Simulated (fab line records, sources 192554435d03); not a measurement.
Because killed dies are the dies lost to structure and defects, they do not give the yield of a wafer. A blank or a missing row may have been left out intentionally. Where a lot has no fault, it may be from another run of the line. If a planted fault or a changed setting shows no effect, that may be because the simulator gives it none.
Struck lot and sound lot, side by side -- flow n5_finfet -- 40 out of 1938 route steps
Sound: the wafers L533.2, L533.5, L533.6. Struck: wafer L527.3. (L527.1, L527.2 of the same lot were not struck and are left out.) The cause comes at the end.
At each step with rows: each side's tool, then ch and its chambers, then its first start. Under that, the readings that differ: sound wafers -- struck wafers -- difference of the means -- sigmas: that difference in standard deviations of wafers without a fault.
alike: words and numbers the same on both sides, and readings whose means are apart by under 2 such deviations; not compared: readings that were withheld, readings missing a value for some wafer, numbers with overlapping values and no deviation given by the record, and bounds like >300 which may hide the same value.
Wherever a step has rows on one side only, a row that says differs or no value, or a row with sigmas, the two part there. Numbers that have no deviation but don't overlap get no sigmas and don't part them. Lack of a reading on every wafer of one side parts them only where that side has two or more wafers.

first, 9 steps without rows for these wafers: N5_STI_FIN_REVEAL_SRD_23 (time 30 s); N5_STI_FIN_REVEAL_PRECLEAN_18 (cleans in SC2, time 45 s); N5_STI_FIN_REVEAL_SRD_28 (time 30 s); N5_DUMMY_GATE_PRECLEAN_00 (cleans in O3/DIW, time 60 s); N5_DUMMY_GATE_SRD_01 (time 30 s); N5_DUMMY_GATE_ALD_02 (deposits SiO2, target thk 2 nm, pulse time 1 s); N5_DUMMY_GATE_CVD_03 (deposits a-Si from SiH4, target thk 150 nm, time 8042 s); N5_DUMMY_GATE_PRECLEAN_46 (cleans in DIW, time 89.5 s); N5_DUMMY_GATE_SRD_47 (dry time 32 s).
N5_DUMMY_GATE_CMP_04: polishes a-Si.
  sound on cmp-01 ch 1,2, day 6 13:26; struck on cmp-02 ch 2, day 4 23:43
reading,sound,struck,difference,sigmas
time_to_endpoint_s (s),15.7 12.9 15.4,10.3,-4.4,-2
  alike: motor_current_A
then, 11 steps without rows for these wafers: N5_DUMMY_GATE_HM_DEP_06 (deposits SiNx from DCS/NH3, target thk 80 nm, time 5141 s); N5_DUMMY_GATE_PECVD_30 (deposits SiO2 from TEOS/O2, target thk 55 nm, time 10.8 s); N5_DUMMY_GATE_COAT_34 (time 60 s, resist thk 60 nm); N5_DUMMY_GATE_COAT_35 (time 60 s, resist thk 10 nm); N5_DUMMY_GATE_COAT_28 (time 60 s, resist thk 10 nm); N5_DUMMY_GATE_COAT_09 (resist thk 30 nm); N5_DUMMY_GATE_EBR_11; N5_DUMMY_GATE_SOFTBAKE_10 (time 60 s); N5_DUMMY_GATE_EXPOSE_12 (exposes mask GATE, target cd 25 nm); N5_DUMMY_GATE_PEB_13 (peb time 60 s); N5_DUMMY_GATE_DEVELOP_14 (develop time 30 s).
N5_DUMMY_GATE_INSPECT_17: inspects for defects (brightfield).
  struck on defect_inspect-01, day 5 04:29; sound on defect_inspect-02, day 6 20:49
reading,sound,struck,difference,sigmas
raw_defect_count,288 265 192,1124,+876,+14
then, 13 steps without rows for these wafers: N5_DUMMY_GATE_DESCUM_20 (chemistry O2, time 6.2 s); N5_DUMMY_GATE_ETCH_29 (etches underlayer in N2/H2, target depth 13 nm); N5_DUMMY_GATE_ETCH_36 (etches SiARC in CF4, target depth 13 nm); N5_DUMMY_GATE_ETCH_37 (etches SOC in N2/H2, target depth 60 nm, overetch 30 nm); N5_DUMMY_GATE_STRIP_38 (strips in N2/H2); N5_DUMMY_GATE_STRIP_39 (strips in N2/H2); N5_DUMMY_GATE_TRIM_49 (chemistry O2, time 29 s, target cd 14 nm); N5_DUMMY_GATE_STRIP_40 (strips in CF4); N5_DUMMY_GATE_ETCH_31 (etches SiO2 in C4F6/O2, target depth 82.5 nm, time 27.5 s); N5_DUMMY_GATE_STRIP_41 (strips in O2); N5_DUMMY_GATE_HM_OPEN_21 (chemistry CH3F/O2, target SiNx, target depth 120 nm, time 171.4 s); N5_DUMMY_GATE_ETCH_32 (etches SiO2 in CF4, target depth 3.5 nm, time 3.9 s); N5_DUMMY_GATE_ETCH_23 (etches poly-Si in HBr/Cl2/O2, target depth 41 nm, time 22.3 s).
N5_DUMMY_GATE_INSPECT_27: inspects for defects (brightfield).
  struck on defect_inspect-02, day 5 05:47; sound on defect_inspect-02, day 6 22:37
reading,sound,struck,difference,sigmas
raw_defect_count,429 359 277,1230,+875,+9
N5_SPACER0_INSPECT_04: inspects for defects (darkfield).
  struck on defect_inspect-01, day 5 06:23; sound on defect_inspect-01, day 6 23:14
reading,sound,struck,difference,sigmas
raw_defect_count,206 172 148,1037,+862,+22
N5_SD_EPI_N_INSPECT_11: inspects for defects (macro).
  struck on defect_inspect-02, day 5 06:50; sound on defect_inspect-02, day 6 23:41
reading,sound,struck,difference,sigmas
raw_defect_count,1 2 1,>300,differs,
-- the record jumps here: 7 days lie between the struck wafers' starts before and after (it left off in module SD_EPI_N and takes up again in module BEOL_M4, whose first step shown is number 1111 of the route) --
N5_BEOL_M4_RC_MEAS_101:
  sound on prober-01 ch 0, day 13 00:06; struck on prober-01 ch 0, day 11 21:09
  alike: DIBL_N, DIBL_P, IOFF_N, IOFF_P, ION_N, ION_P, SS_N, SS_P, VT_N, VT_P
-- record jumps: 4 days separate the struck wafers' starts on either side; left off in module BEOL_M4, taken up again in module PASSIVATION, whose first shown step is the route's number 1936 --
N5_PASSIVATION_PROBE_49:
  rows exist in the record for the struck wafers here (prober-01, day 16 03:15), but not for the sound ones

== WHERE THEY PART ==
Last at N5_PASSIVATION_PROBE_49 as far as this record goes, first at N5_DUMMY_GATE_CMP_04.

WHY: what the simulator had put in
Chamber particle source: cmp-02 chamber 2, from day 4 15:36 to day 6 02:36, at N5_DUMMY_GATE_CMP_04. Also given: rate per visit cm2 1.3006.
